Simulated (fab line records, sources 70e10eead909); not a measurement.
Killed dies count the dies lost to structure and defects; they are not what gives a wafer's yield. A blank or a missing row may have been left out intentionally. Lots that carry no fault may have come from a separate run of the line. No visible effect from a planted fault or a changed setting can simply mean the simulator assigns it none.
fab line records	flow nand-harc
[record] lots = 24	wafers = 72	last-day = 33
route steps=1302 shown A_CONTACT@1099 A_BLC@1124 A_M1@1189
lots that met no fault: from a run of the same line without faults
start-h: the number of hours between the record's first day and the start of the first shown wafer of the lot	wait-h: hours elapsed since this lot's preceding step	" the same as in the row above	L1.1+2: several wafers, shown together as one row	- no value, or no start given	* or withheld: withheld	< > ~ a bound
route shown NAME@n: a module of which the file shows steps, and the number in the route of the first	usual: mean/standard deviation taken from wafers without a fault	same: alike in all rows	chamber/n: place in a boat	sites: readings site by site	_std_site: how widely they spread, as a standard deviation	_edge_site: outer sites' mean less inner sites'	radius-mm: how far each site lies from the wafer's centre	mask NAME#n: copy n	behind: the last tool/chamber to shape the wafer	hold: what put the lot on hold/how long, in hours/how the hold closed	device: transistor that didn't switch, given as n, p or np	end of line: at the end of the route, the tests of the same wafers	a step given without rows: its recipe and nothing more	killed: the dies lost at the first sort to structure and to defects; this is not the yield of the wafer	map: shows each die of a wafer: x if killed, . if not, _ if none is there
set.NAME: the setting the step ran with; set.NAME@STEP: the setting that earlier step ran with	model.NAME: the simulator's own value behind a step, which no gauge read
steps of the route over a sample of lots; a table a step, a row a wafer
services: when a tool's chamber went out of use (start-h, in hours from the record's first day, below 0 if earlier), for how many hours, and the reason
[[steps]]
[step NHARC_A_CONTACT_STRIP_26]
[recipe] o2-flow-sccm = 500	ar-flow-sccm = 0	bias-w = 0	chemistry = O2
[usual] drypump-motor-current-A = 5.6/0.55	o2-flow-sccm = 500.0/1.4	oes-product-au = 0.999/0.0084	rf-vpp-V = 57.8/1	showerhead-plenum-p-Torr = 3.53/0.14	throttle-valve-pct = 17.036/0.0093
lot.wafer	tool	chamber	start-h	wait-h	drypump-motor-current-A	o2-flow-sccm	oes-product-au	rf-hours-counter-h	rf-vpp-V	showerhead-plenum-p-Torr	throttle-valve-pct
L074.2	rie-diel-03	1	-	-	6.2	500.3	1.012	15	59.4	3.80	17.028
L074.6	"	1	"	"	6.2	498.2	1.007	-	60.9	3.80	17.035
L074.5	"	2	"	"	5.2	500.9	0.998	-	57.7	3.65	17.026
L075.1	rie-diel-10	0	-	-	5.5	500.7	0.995	31	56.6	3.53	17.041
L075.2	"	3	"	"	4.6	500.4	0.998	44	58.4	3.54	17.041
L075.5	"	1	"	"	6.5	499.3	0.999	-	58.8	3.35	17.035
L078.1	rie-diel-05	0	-	-	5.5	502.9	1.012	24	57.1	3.45	17.039
L078.2	"	1	"	"	5.5	498.5	1.012	25	58.0	3.69	17.024
L078.5	"	0	"	"	5.5	502.4	1.018	-	57.7	3.45	17.045
L076.1	rie-diel-03	2	-	-	5.2	499.3	1.002	30	58.3	3.64	17.039
L076.4	"	0	"	"	6.3	499.6	0.998	25	57.1	3.38	17.030
L076.6	"	1	"	"	6.2	499.0	1.011	-	58.7	3.79	17.046
L077.4	rie-diel-10	0	-	-	5.6	500.1	1.006	39	57.9	3.52	17.045
L077.5	"	2	"	"	6.1	502.9	1.007	-	58.7	3.74	17.025
L077.6	"	3	"	"	4.6	499.3	0.987	-	58.2	3.53	17.037
L079.2	rie-diel-05	2	-	-	5.8	498.3	1.012	27	57.2	3.51	17.035
L079.3	"	3	"	"	4.9	498.0	1.010	20	56.7	3.41	17.022
L079.6	"	2	"	"	5.8	498.6	1.005	-	57.4	3.51	17.055
L080.1	rie-diel-10	1	-	-	6.4	498.3	1.005	58	58.0	3.34	17.032
L080.4	"	3	"	"	4.6	501.3	1.005	63	58.0	3.53	17.030
L080.6	"	1	"	"	6.4	498.0	0.991	-	56.7	3.34	17.027
L082.1	rie-diel-10	3	-	-	4.7	499.0	0.998	63	58.1	3.53	17.036
L082.2	"	0	"	"	5.6	499.6	1.004	50	56.3	3.52	17.023
L082.4	"	2	"	"	6.2	501.9	0.995	62	58.6	3.74	17.024
L081.1	rie-diel-05	3	-	-	4.9	496.9	1.003	26	56.6	3.40	17.029
L081.3	"	0	"	"	5.5	500.9	1.028	33	57.8	3.45	17.046
L081.5	"	2	"	"	5.8	499.6	1.007	-	59.3	3.51	17.040
L084.3	rie-diel-03	1	-	-	6.2	502.8	1.000	49	58.4	3.78	17.042
L084.5	"	2	"	"	5.2	497.8	0.988	-	59.8	3.63	17.037
L084.6	"	3	"	"	5.4	499.3	1.003	-	57.8	3.34	17.047
L083.2	rie-diel-10	0	-	-	5.6	498.5	0.992	0	57.8	3.51	17.027
L083.3	"	2	"	"	6.1	499.4	1.004	0	58.4	3.74	17.036
L083.5	"	3	"	"	4.7	501.9	1.001	-	58.1	3.52	17.033
L086.3	rie-diel-10	0	-	-	5.6	501.1	0.990	6	56.9	3.51	17.035
L086.1	"	2	"	"	6.1	499.8	1.004	6	58.1	3.73	17.029
L086.6	"	0	"	"	5.5	502.1	1.000	-	57.5	3.51	17.039
L087.2	rie-diel-05	3	-	-	4.9	501.0	0.988	3	57.2	3.40	17.030
L087.3	"	0	"	"	5.5	501.1	0.986	3	58.0	3.44	17.032
L087.5	"	3	"	"	4.9	499.2	0.998	-	57.9	3.40	17.035
L085.3	rie-diel-05	0	-	-	5.5	501.4	0.991	4	57.3	3.44	17.029
L085.2	"	1	"	"	5.5	502.3	1.004	4	58.5	3.68	17.039
L085.5	"	0	"	"	5.5	499.0	0.992	-	57.9	3.44	17.023
L088.2	rie-diel-05	0	-	-	5.5	498.6	1.003	6	57.5	3.44	17.041
L088.3	"	2	"	"	5.8	499.3	1.000	6	57.8	3.51	17.037
L088.6	"	1	"	"	5.5	498.9	0.997	-	58.2	3.68	17.049
L089.4	rie-diel-03	0	-	-	6.3	500.7	1.013	1	56.3	3.37	17.040
L089.2	"	2	"	"	5.2	499.7	0.995	2	58.7	3.62	17.029
L089.3	"	3	"	"	5.3	497.0	1.003	1	57.9	3.33	17.048
L090.3	rie-diel-10	0	-	-	5.6	497.2	0.997	18	58.5	3.50	17.033
L090.4	"	2	"	"	6.2	500.0	1.002	19	59.3	3.72	17.032
L090.5	"	3	"	"	4.6	501.4	0.995	-	59.0	3.51	17.021
L091.2	rie-diel-05	1	-	-	5.5	501.6	0.984	10	59.4	3.68	17.045
L091.6	"	1	"	"	5.5	500.9	1.001	-	57.9	3.68	17.027
L091.5	"	2	"	"	5.8	498.3	0.985	-	57.4	3.50	17.039
L092.4	rie-diel-03	1	-	-	6.2	499.8	0.999	16	58.0	3.77	17.017
L092.1	"	3	"	"	5.3	500.6	0.993	11	58.4	3.33	17.052
L092.5	"	0	"	"	6.3	502.7	0.997	-	57.1	3.36	17.035
L093.1	rie-diel-05	3	-	-	4.9	500.9	1.009	17	56.4	3.39	17.033
L093.5	"	0	"	"	5.5	500.1	0.992	-	58.4	3.44	17.016
L093.6	"	1	"	"	5.5	501.1	1.003	-	57.7	3.68	17.029
L094.2	rie-diel-05	1	-	-	5.5	501.8	1.001	19	58.3	3.67	17.036
L094.3	"	2	"	"	5.8	498.1	0.988	20	57.6	3.50	17.020
L094.5	"	0	"	"	5.5	498.7	0.983	-	59.0	3.44	17.038
L095.4	rie-diel-10	1	-	-	6.4	500.6	0.985	34	56.2	3.32	17.039
L095.3	"	0	"	"	5.6	497.3	0.999	35	58.6	3.50	17.041
L095.5	"	1	"	"	6.4	500.2	0.976	-	57.4	3.32	17.033
L096.1	rie-diel-10	2	-	-	6.2	500.9	0.990	35	56.3	3.71	17.037
L096.3	"	0	"	"	5.5	500.0	1.009	37	56.3	3.49	17.045
L096.5	"	2	"	"	6.2	498.9	0.993	-	56.9	3.72	17.040
L097.4	rie-diel-10	1	-	-	6.4	499.6	0.993	37	58.6	3.32	17.022
L097.2	"	0	"	"	5.6	501.2	1.003	40	58.2	3.49	17.024
L097.6	"	1	"	"	6.5	501.6	0.996	-	57.4	3.32	17.054
[step NHARC_A_BLC_CD_MEAS_19]
[usual] cd-nm = 99.8/2.3
lot.wafer	tool	chamber	start-h	wait-h	cd-nm
L074.2	cd-sem-03	-	513.03	-	99.2
L074.5	"	-	"	"	98.5
L074.6	"	-	"	"	97.1
L075.1	cd-sem-03	-	540.93	-	100.1
L075.2	"	-	"	"	100.8
L075.5	"	-	"	"	100.6
L078.1	cd-sem-03	-	555.59	-	96.7
L078.2	"	-	"	"	102.6
L078.5	"	-	"	"	97.7
L076.1	cd-sem-03	-	557.06	-	100.0
L076.4	"	-	"	"	102.9
L076.6	"	-	"	"	96.7
L077.4	cd-sem-03	-	560.33	-	100.7
L077.5	"	-	"	"	99.4
L077.6	"	-	"	"	103.1
L079.2	cd-sem-01	-	569.03	-	96.8
L079.3	"	-	"	"	101.5
L079.6	"	-	"	"	101.1
L080.1	cd-sem-02	-	592.42	-	102.2
L080.4	"	-	"	"	98.6
L080.6	"	-	"	"	98.9
L082.1	cd-sem-03	-	594.21	-	104.7
L082.2	"	-	"	"	98.2
L082.4	"	-	"	"	98.1
L081.1	cd-sem-02	-	597.97	-	99.2
L081.3	"	-	"	"	97.7
L081.5	"	-	"	"	97.2
L084.3	cd-sem-02	-	610.94	-	98.6
L084.5	"	-	"	"	100.0
L084.6	"	-	"	"	95.7
L083.2	cd-sem-02	-	614.42	-	97.0
L083.3	"	-	"	"	97.4
L083.5	"	-	"	"	99.4
L086.1	cd-sem-02	-	634.65	-	97.7
L086.3	"	-	"	"	104.0
L086.6	"	-	"	"	99.5
L087.2	cd-sem-01	-	641.78	-	98.7
L087.3	"	-	"	"	104.3
L087.5	"	-	"	"	98.9
L085.2	cd-sem-03	-	643.51	-	101.0
L085.3	"	-	"	"	98.6
L085.5	"	-	"	"	99.7
L088.2	cd-sem-02	-	647.31	-	102.1
L088.3	"	-	"	"	97.0
L088.6	"	-	"	"	94.9
L089.2	cd-sem-01	-	655.16	-	103.5
L089.3	"	-	"	"	98.9
L089.4	"	-	"	"	98.0
L090.3	cd-sem-01	-	668.10	-	100.8
L090.4	"	-	"	"	104.3
L090.5	"	-	"	"	98.6
L091.2	cd-sem-01	-	684.68	-	102.1
L091.5	"	-	"	"	103.4
L091.6	"	-	"	"	101.8
L092.1	cd-sem-01	-	700.08	-	99.9
L092.4	"	-	"	"	101.7
L092.5	"	-	"	"	99.2
L093.1	cd-sem-01	-	719.76	-	98.2
L093.5	"	-	"	"	101.1
L093.6	"	-	"	"	97.5
L094.2	cd-sem-02	-	724.51	-	99.9
L094.3	"	-	"	"	100.3
L094.5	"	-	"	"	100.4
L095.3	cd-sem-01	-	726.00	-	96.4
L095.4	"	-	"	"	100.3
L095.5	"	-	"	"	96.7
L096.1	cd-sem-03	-	731.25	-	101.1
L096.3	"	-	"	"	99.4
L096.5	"	-	"	"	97.6
L097.2	cd-sem-02	-	737.33	-	97.1
L097.4	"	-	"	"	95.2
L097.6	"	-	"	"	102.3
[step NHARC_A_BLC_STRIP_29]
[recipe] cf4-flow-sccm = 150	ar-flow-sccm = 0	bias-w = 0	chemistry = CF4
[usual] drypump-motor-current-A = 5.7/0.4	oes-product-au = 1.004/0.011	rf-vpp-V = 59.4/0.82	showerhead-plenum-p-Torr = 1.78/0.086	throttle-valve-pct = 13.284/0.0088
lot.wafer	tool	chamber	start-h	wait-h	drypump-motor-current-A	oes-product-au	rf-hours-counter-h	rf-vpp-V	showerhead-plenum-p-Torr	throttle-valve-pct
L074.2	rie-diel-04	2	513.11	0.1	6.2	1.033	8	59.1	1.88	13.286
L074.6	"	1	"	"	5.2	1.024	-	57.9	1.76	13.282
L074.5	"	2	"	"	6.2	1.019	-	59.5	1.88	13.281
L075.1	rie-diel-09	3	541.00	0.1	6.0	1.014	5	59.9	1.83	13.281
L075.2	"	1	"	"	6.1	1.011	4	58.6	1.65	13.286
L075.5	"	0	"	"	5.4	0.997	-	61.5	1.88	13.280
L078.1	rie-diel-09	1	555.67	0.1	6.0	1.010	4	59.0	1.65	13.277
L078.2	"	2	"	"	5.1	1.016	5	58.7	1.83	13.288
L078.5	"	2	"	"	5.1	1.002	-	59.8	1.83	13.289
L076.1	rie-diel-09	3	557.13	0.1	6.0	1.009	6	59.4	1.83	13.286
L076.4	"	1	"	"	6.1	1.020	4	59.7	1.65	13.298
L076.6	"	3	"	"	6.1	1.003	-	58.9	1.83	13.288
L077.4	rie-diel-04	0	560.41	0.1	5.5	0.988	1	60.5	1.76	13.271
L077.6	"	3	"	"	5.5	0.999	-	58.5	1.65	13.283
L077.5	"	0	"	"	5.5	0.979	-	59.3	1.76	13.279
L079.2	rie-diel-04	3	569.12	0.1	5.5	0.997	2	58.4	1.65	13.283
L079.3	"	0	"	"	5.5	0.988	1	60.3	1.76	13.287
L079.6	"	2	"	"	6.2	1.010	-	60.0	1.87	13.290
L080.4	rie-diel-04	2	592.51	0.1	6.3	1.004	3	59.4	1.87	13.301
L080.1	"	3	"	"	5.5	1.008	3	59.3	1.65	13.279
L080.6	"	1	"	"	5.3	0.999	-	59.0	1.76	13.258
L082.2	rie-diel-04	1	594.28	0.1	5.2	0.991	3	59.6	1.76	13.288
L082.1	"	2	"	"	6.3	0.995	3	60.0	1.87	13.279
L082.4	"	0	"	"	5.4	0.974	2	58.9	1.76	13.286
L081.1	rie-diel-09	0	598.04	0.1	5.4	1.009	9	59.6	1.88	13.290
L081.3	"	3	"	"	6.0	1.014	10	59.8	1.83	13.288
L081.5	"	1	"	"	6.0	1.017	-	59.3	1.65	13.286
L084.3	rie-diel-04	1	611.02	0.1	5.3	0.989	3	59.7	1.76	13.276
L084.5	"	0	"	"	5.5	0.981	-	59.8	1.76	13.295
L084.6	"	1	"	"	5.3	1.007	-	59.5	1.76	13.278
L083.3	rie-diel-09	1	614.51	0.1	6.1	1.016	10	58.9	1.65	13.288
L083.2	"	3	"	"	6.0	0.998	11	59.7	1.83	13.296
L083.5	"	1	"	"	6.0	1.006	-	57.6	1.65	13.279
L086.3	rie-diel-09	2	634.74	0.1	5.1	1.011	13	59.7	1.83	13.269
L086.1	"	3	"	"	6.0	1.003	13	59.1	1.83	13.295
L086.6	"	1	"	"	6.0	1.007	-	58.8	1.65	13.281
L087.3	rie-diel-09	1	641.86	0.1	6.1	1.007	12	58.9	1.65	13.274
L087.2	"	3	"	"	6.0	1.007	13	59.6	1.83	13.283
L087.5	"	0	"	"	5.4	1.004	-	59.6	1.88	13.282
L085.2	rie-diel-07	2	643.59	0.1	5.9	1.008	45	59.2	1.66	13.297
L085.3	"	3	"	"	6.3	1.001	52	59.4	1.81	13.282
L085.5	"	2	"	"	5.9	1.005	-	58.3	1.66	13.274
L088.3	rie-diel-04	2	647.39	0.1	6.2	1.010	7	60.0	1.87	13.283
L088.2	"	0	"	"	5.5	0.983	6	59.8	1.76	13.291
L088.6	"	1	"	"	5.3	0.994	-	60.4	1.76	13.266
L089.3	rie-diel-09	2	655.23	0.1	5.1	0.995	15	59.4	1.83	13.294
L089.4	"	3	"	"	6.0	0.992	14	59.6	1.83	13.273
L089.2	"	1	"	"	6.1	1.008	14	59.3	1.65	13.292
L090.4	rie-diel-07	1	668.17	0.1	6.1	1.001	3	60.1	1.79	13.288
L090.3	"	0	"	"	5.6	0.992	3	59.3	1.65	13.285
L090.5	"	1	"	"	6.1	1.004	-	59.2	1.79	13.279
L091.2	rie-diel-04	3	684.76	0.1	5.5	1.016	10	58.2	1.65	13.281
L091.6	"	2	"	"	6.2	0.988	-	60.1	1.87	13.273
L091.5	"	3	"	"	5.5	1.016	-	57.2	1.65	13.294
L092.1	rie-diel-04	0	700.17	0.1	5.5	0.992	9	59.6	1.76	13.279
L092.4	"	1	"	"	5.2	0.993	10	60.2	1.76	13.277
L092.5	"	3	"	"	5.5	1.011	-	58.7	1.65	13.291
L093.1	rie-diel-04	2	719.84	0.1	6.2	0.992	0	59.1	1.87	13.283
L093.6	"	1	"	"	5.3	1.018	-	58.8	1.76	13.283
L093.5	"	2	"	"	6.2	0.999	-	59.9	1.87	13.267
L094.2	rie-diel-04	0	724.60	0.1	5.5	0.990	1	58.6	1.76	13.296
L094.3	"	2	"	"	6.2	0.995	1	60.6	1.87	13.280
L094.5	"	0	"	"	5.5	0.993	-	56.5	1.76	13.297
L095.3	rie-diel-09	0	726.09	0.1	5.4	0.999	5	60.0	1.88	13.277
L095.4	"	1	"	"	6.0	1.009	1	58.8	1.64	13.290
L095.5	"	2	"	"	5.1	1.012	-	59.7	1.83	13.294
L096.1	rie-diel-09	2	731.35	0.1	5.1	1.009	4	60.2	1.83	13.280
L096.3	"	3	"	"	6.0	1.007	6	59.8	1.83	13.293
L096.5	"	0	"	"	5.4	0.999	-	59.8	1.88	13.271
L097.4	rie-diel-04	2	737.41	0.1	6.2	1.020	3	61.8	1.87	13.293
L097.2	"	3	"	"	5.5	1.024	2	58.8	1.65	13.282
L097.6	"	2	"	"	6.2	1.014	-	59.3	1.87	13.281
[step NHARC_A_BLC_DEGAS_30]
[recipe] temp-c = 300	time-s = 60
[usual] heater-power-w = 497/46
lot.wafer	tool	chamber	start-h	wait-h	heater-power-w
L074.2	pvd-sputter-03	-	513.64	-	520
L074.6	"	-	"	"	480
L074.5	"	-	"	"	405
L075.2	pvd-sputter-01	-	541.53	-	493
L075.1	"	-	"	"	537
L075.5	"	-	"	"	492
L078.1	pvd-sputter-02	-	556.19	-	507
L078.2	"	-	"	"	561
L078.5	"	-	"	"	501
L076.1	pvd-sputter-03	-	557.68	-	492
L076.4	"	-	"	"	404
L076.6	"	-	"	"	505
L077.4	pvd-sputter-01	-	560.94	-	488
L077.6	"	-	"	"	534
L077.5	"	-	"	"	514
L079.3	pvd-sputter-01	-	569.63	-	498
L079.2	"	-	"	"	543
L079.6	"	-	"	"	505
L080.4	pvd-sputter-01	-	593.03	-	530
L080.1	"	-	"	"	520
L080.6	"	-	"	"	496
L082.4	pvd-sputter-01	-	594.81	-	503
L082.1	"	-	"	"	532
L082.2	"	-	"	"	485
L081.1	pvd-sputter-03	-	598.56	-	398
L081.3	"	-	"	"	399
L081.5	"	-	"	"	415
L084.3	pvd-sputter-03	-	611.54	-	408
L084.6	"	-	"	"	511
L084.5	"	-	"	"	400
L083.2	pvd-sputter-03	-	615.02	-	403
L083.3	"	-	"	"	515
L083.5	"	-	"	"	401
L086.3	pvd-sputter-02	-	635.25	-	557
L086.1	"	-	"	"	573
L086.6	"	-	"	"	564
L087.3	pvd-sputter-01	-	642.38	-	539
L087.2	"	-	"	"	498
L087.5	"	-	"	"	507
L085.3	pvd-sputter-03	-	644.11	-	509
L085.2	"	-	"	"	405
L085.5	"	-	"	"	525
L088.3	pvd-sputter-01	-	647.92	-	550
L088.2	"	-	"	"	502
L088.6	"	-	"	"	551
L089.2	pvd-sputter-01	-	655.77	-	526
L089.4	"	-	"	"	500
L089.3	"	-	"	"	498
L090.4	pvd-sputter-01	-	668.70	-	485
L090.3	"	-	"	"	532
L090.5	"	-	"	"	486
L091.2	pvd-sputter-03	-	685.28	-	517
L091.5	"	-	"	"	403
L091.6	"	-	"	"	512
L092.1	pvd-sputter-01	-	700.69	-	498
L092.4	"	-	"	"	500
L092.5	"	-	"	"	530
L093.1	pvd-sputter-03	-	720.36	-	440
L093.5	"	-	"	"	426
L093.6	"	-	"	"	530
L094.3	pvd-sputter-03	-	725.43	-	422
L094.2	"	-	"	"	460
L094.5	"	-	"	"	517
L095.3	pvd-sputter-01	-	726.67	-	491
L095.4	"	-	"	"	541
L095.5	"	-	"	"	551
L096.1	pvd-sputter-01	-	731.87	-	540
L096.3	"	-	"	"	507
L096.5	"	-	"	"	519
L097.4	pvd-sputter-01	-	737.92	-	534
L097.2	"	-	"	"	504
L097.6	"	-	"	"	548
[step NHARC_A_BLC_CVD_24]
[recipe] target-thk-a = 1500	temp-c = 300	pressure-torr = 40	wf6-flow-sccm = 40	h2-flow-sccm = 1600	ar-flow-sccm = 1560	time-s = 434	material = W
[usual] heater-power-w = 434/26	throttle-valve-pct = 8.15/0.27
lot.wafer	tool	chamber	start-h	wait-h	heater-power-w	throttle-valve-pct
L074.2	cvd-w-01	1	-	-	453	8.25
L074.5	"	0	"	"	447	7.78
L074.6	"	1	"	"	446	8.36
L075.1	cvd-w-02	1	-	-	437	8.38
L075.2	"	0	"	"	391	8.25
L075.5	"	1	"	"	444	7.90
L078.1	cvd-w-02	1	-	-	440	8.61
L078.2	"	0	"	"	389	8.11
L078.5	"	0	"	"	392	8.04
L076.1	cvd-w-02	1	-	-	446	8.43
L076.4	"	0	"	"	403	8.36
L076.6	"	0	"	"	397	8.33
L077.4	cvd-w-02	1	-	-	445	8.26
L077.6	"	1	"	"	435	8.19
L077.5	"	0	"	"	389	8.21
L079.2	cvd-w-02	1	-	-	438	8.24
L079.3	"	0	"	"	391	7.87
L079.6	"	0	"	"	390	7.99
L080.1	cvd-w-02	1	-	-	442	8.14
L080.4	"	0	"	"	394	8.00
L080.6	"	1	"	"	443	8.39
L082.2	cvd-w-01	0	-	-	445	7.64
L082.1	"	1	"	"	447	8.44
L082.4	"	0	"	"	448	7.67
L081.1	cvd-w-01	1	-	-	456	8.11
L081.3	"	0	"	"	449	7.79
L081.5	"	0	"	"	445	7.74
L084.3	cvd-w-02	1	-	-	448	8.51
L084.6	"	1	"	"	452	8.60
L084.5	"	0	"	"	407	8.32
L083.2	cvd-w-02	0	-	-	397	8.32
L083.3	"	0	"	"	400	8.22
L083.5	"	1	"	"	447	8.32
L086.1	cvd-w-01	0	-	-	446	7.68
L086.3	"	1	"	"	446	8.40
L086.6	"	0	"	"	451	7.67
L087.2	cvd-w-01	0	-	-	437	7.84
L087.3	"	0	"	"	452	7.76
L087.5	"	0	"	"	463	7.68
L085.2	cvd-w-01	1	-	-	452	8.47
L085.3	"	0	"	"	444	7.67
L085.5	"	0	"	"	453	7.88
L088.2	cvd-w-02	0	-	-	400	8.04
L088.3	"	1	"	"	471	8.26
L088.6	"	0	"	"	402	8.12
L089.2	cvd-w-02	1	-	-	472	8.37
L089.4	"	1	"	"	466	8.45
L089.3	"	0	"	"	418	7.84
L090.3	cvd-w-02	0	-	-	403	7.93
L090.4	"	1	"	"	470	8.50
L090.5	"	1	"	"	460	8.07
L091.2	cvd-w-02	1	-	-	468	8.45
L091.5	"	1	"	"	461	8.50
L091.6	"	0	"	"	412	7.88
L092.1	cvd-w-02	1	-	-	471	8.41
L092.4	"	0	"	"	395	7.81
L092.5	"	1	"	"	466	8.66
L093.1	cvd-w-01	0	-	-	444	7.71
L093.6	"	1	"	"	464	8.33
L093.5	"	0	"	"	445	7.89
L094.2	cvd-w-01	1	-	-	462	8.41
L094.3	"	1	"	"	450	8.20
L094.5	"	1	"	"	453	8.53
L095.4	cvd-w-02	0	-	-	396	7.93
L095.3	"	1	"	"	455	8.47
L095.5	"	1	"	"	462	8.30
L096.1	cvd-w-02	1	-	-	474	8.50
L096.3	"	1	"	"	476	8.16
L096.5	"	0	"	"	405	7.86
L097.2	cvd-w-02	0	-	-	404	8.16
L097.4	"	1	"	"	477	8.33
L097.6	"	0	"	"	415	8.05
[step NHARC_A_M1_DEGAS_29]
[recipe] temp-c = 250	time-s = 60
[usual] heater-power-w = 352/33
lot.wafer	tool	chamber	start-h	wait-h	heater-power-w
L074.2	pvd-sputter-03	-	521.16	-	344
L074.5	"	-	"	"	303
L074.6	"	-	"	"	362
L075.2	pvd-sputter-03	-	549.10	-	290
L075.1	"	-	"	"	371
L075.5	"	-	"	"	353
L078.1	pvd-sputter-01	-	563.98	-	350
L078.2	"	-	"	"	353
L078.5	"	-	"	"	348
L076.4	pvd-sputter-01	-	565.03	-	355
L076.1	"	-	"	"	380
L076.6	"	-	"	"	358
L077.4	pvd-sputter-01	-	568.72	-	359
L077.5	"	-	"	"	359
L077.6	"	-	"	"	376
L079.3	pvd-sputter-03	-	577.85	-	352
L079.2	"	-	"	"	284
L079.6	"	-	"	"	291
L080.1	pvd-sputter-02	-	600.53	-	345
L080.4	"	-	"	"	361
L080.6	"	-	"	"	363
L082.4	pvd-sputter-03	-	602.70	-	278
L082.2	"	-	"	"	292
L082.1	"	-	"	"	360
L081.3	pvd-sputter-03	-	606.38	-	358
L081.1	"	-	"	"	289
L081.5	"	-	"	"	365
L084.3	pvd-sputter-03	-	618.98	-	294
L084.6	"	-	"	"	371
L084.5	"	-	"	"	300
L083.2	pvd-sputter-03	-	622.43	-	292
L083.3	"	-	"	"	366
L083.5	"	-	"	"	360
L086.3	pvd-sputter-01	-	642.59	-	393
L086.1	"	-	"	"	355
L086.6	"	-	"	"	380
L087.3	pvd-sputter-01	-	649.76	-	383
L087.2	"	-	"	"	362
L087.5	"	-	"	"	351
L085.3	pvd-sputter-01	-	651.81	-	358
L085.2	"	-	"	"	357
L085.5	"	-	"	"	362
L088.2	pvd-sputter-02	-	655.65	-	355
L088.3	"	-	"	"	371
L088.6	"	-	"	"	367
L089.4	pvd-sputter-03	-	663.19	-	298
L089.2	"	-	"	"	352
L089.3	"	-	"	"	284
L090.4	pvd-sputter-03	-	676.18	-	361
L090.3	"	-	"	"	382
L090.5	"	-	"	"	350
L091.2	pvd-sputter-02	-	692.70	-	404
L091.5	"	-	"	"	356
L091.6	"	-	"	"	393
L092.4	pvd-sputter-01	-	708.28	-	396
L092.1	"	-	"	"	383
L092.5	"	-	"	"	355
L093.1	pvd-sputter-03	-	727.98	-	314
L093.6	"	-	"	"	374
L093.5	"	-	"	"	303
L094.3	pvd-sputter-02	-	733.04	-	364
L094.2	"	-	"	"	403
L094.5	"	-	"	"	394
L095.4	pvd-sputter-01	-	734.27	-	390
L095.3	"	-	"	"	388
L095.5	"	-	"	"	384
L096.3	pvd-sputter-02	-	739.77	-	362
L096.1	"	-	"	"	358
L096.5	"	-	"	"	355
L097.2	pvd-sputter-01	-	745.43	-	365
L097.4	"	-	"	"	392
L097.6	"	-	"	"	381
[[services]]
tool	chamber	start-h	hours	kind
pvd-sputter-03	-	493.02	1.5	repair
rie-diel-09	-	497.23	9.0	pm
pvd-sputter-03	-	526.00	10.0	pm
rie-diel-04	-	531.96	9.0	pm
pvd-sputter-01	-	544.95	6.3	repair
cvd-w-02	1	545.56	10.7	repair
rie-diel-04	0	549.16	8.1	repair
pvd-sputter-03	-	563.29	2.8	repair
rie-diel-05	1	573.90	24.5	repair
pvd-sputter-01	-	595.15	10.0	pm
rie-diel-10	-	598.42	9.0	pm
rie-diel-09	3	598.62	9.5	repair
pvd-sputter-01	-	611.79	6.4	repair
cvd-w-02	-	631.00	13.0	pm
rie-diel-10	-	643.79	0.8	repair
cvd-w-02	-	669.64	2.1	repair
rie-diel-09	-	674.23	9.0	pm
rie-diel-09	1	685.56	32.1	repair
rie-diel-10	2	687.34	5.2	repair
pvd-sputter-03	-	704.00	10.0	pm
rie-diel-04	-	708.96	9.0	pm
rie-diel-09	2	709.40	6.5	repair
rie-diel-04	3	726.15	7.9	repair
pvd-sputter-03	-	733.59	2.1	repair
[[key]]
fault none
